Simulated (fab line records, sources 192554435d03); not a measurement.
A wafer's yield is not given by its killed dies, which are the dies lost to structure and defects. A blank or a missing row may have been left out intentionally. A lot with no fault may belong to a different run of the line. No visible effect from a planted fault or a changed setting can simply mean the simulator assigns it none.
Chamber matching | flow n5 finfet | 4 sister chambers for N5_BEOL_M12_TRENCH_ETCH_34 on rie diel-06
The step etches SiOC in C4F8/O2/Ar, target depth 318.95 nm, time 125.5 s. 8 wafers are shown with their chamber, then 9 later ones without.

EACH WAFER AND ITS CHAMBER
wafer  | chamber | throttle valve pct (%) | showerhead plenum p Torr (Torr)
L087.2 | 1       | 23.76                  | 3.43
L087.4 | 3       | 23.69                  | 3.31
L089.2 | 0       | 24.54                  | 3.51
L089.3 | 2       | 24.03                  | 3.42
L089.6 | 2       | 24.03                  | 3.42
L093.1 | 1       | 23.80                  | 3.42
L093.5 | 3       | 23.73                  | 3.30
L093.6 | 0       | 24.56                  | 3.51

WAFERS WITH NO CHAMBER GIVEN
wafer  | throttle valve pct (%) | showerhead plenum p Torr (Torr)
L092.2 | 23.80                  | 3.42
L092.4 | 24.03                  | 3.42
L092.6 | 23.72                  | 3.30
L094.2 | 24.04                  | 3.42
L094.3 | 24.55                  | 3.51
L094.5 | 24.54                  | 3.51
L097.1 | 23.73                  | 3.30
L097.4 | 24.06                  | 3.41
L097.5 | 23.82                  | 3.41

WHICH CHAMBER EACH ONE RAN IN
wafer  | from the rows above | in truth
L092.2 | 1                   | 1
L092.4 | 2                   | 2
L092.6 | 3                   | 3
L094.2 | 2                   | 2
L094.3 | 0                   | 0
L094.5 | 0                   | 0
L097.1 | 3                   | 3
L097.4 | 2                   | 2
L097.5 | 1                   | 1
Correct placement for 9 of the 9. Not placeable from these rows: 0. 0 placed wrongly.
How it was worked out, from the rows above alone: a wafer's distance from a chamber is the root of the sum, over the readings, of the square of ((its reading less the chamber's mean) divided by the reading's scatter). The wafer belongs to the nearest chamber; if the next one is less than 2 further off, it can't be placed. A chamber's mean is the mean of its shown wafers. The scatter: take each reading less its chamber's mean, square it, sum over the shown wafers, divide by the number of wafers less the number of chambers, and take the root.
